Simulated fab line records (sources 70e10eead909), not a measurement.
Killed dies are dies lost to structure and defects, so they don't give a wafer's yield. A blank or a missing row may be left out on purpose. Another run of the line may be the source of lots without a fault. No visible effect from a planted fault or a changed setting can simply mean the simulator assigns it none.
Matching of chambers ; flow nandHarc ; NHARC_A_STAIRCASE_ETCH_444 on rieDiel-04: 4 sister chambers
The step etches the open film in C4F8/O2, target depth 10200 nm, time 3400 s. 8 wafers are shown with their chamber, then 8 later ones without.

## EACH WAFER AND ITS CHAMBER
wafer;chamber;rfVppV (V);oesProductAu (a.u.)
L080.6;1;810;0.920
L088.3;0;807;0.915
L088.5;0;808;0.912
L088.6;1;811;0.922
L086.1;3;805;0.935
L086.5;3;805;0.940
L086.6;2;808;0.942
L093.4;2;807;0.919

## WAFERS WITHOUT THEIR CHAMBER
wafer;rfVppV (V);oesProductAu (a.u.)
L093.5;807;0.924
L093.6;806;0.926
L094.3;809;0.926
L094.4;805;0.932
L094.5;810;0.927
L097.1;810;0.925
L097.5;810;0.928
L097.6;806;0.922

## WHICH CHAMBER EACH ONE RAN IN
wafer;from the rows above;in truth
L093.5;can't be placed: 2 or 0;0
L093.6;can't be placed: 3 or 2 or 0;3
L094.3;can't be placed: 2 or 1 or 0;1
L094.4;3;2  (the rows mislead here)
L094.5;1;1
L097.1;1;1
L097.5;1;1
L097.6;can't be placed: 3 or 2 or 0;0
Correctly placed: 3 of 8. Can't be placed from these rows: 4 (the true chamber is among the candidates in 4). Placed wrongly: 1.
How it was worked out, from the rows above alone: a wafer's distance from a chamber is the root of the sum, over the readings, of the square of ((its reading less the chamber's mean) divided by the reading's scatter). If the next closest chamber is less than 2 further off than the closest, the wafer can't be placed; otherwise it belongs to the closest. For every chamber, the mean is computed from those of its wafers that are shown. The scatter is the square root of a quotient: the sum, over the shown wafers, of each reading's squared deviation from its chamber's mean, divided by wafers minus chambers.
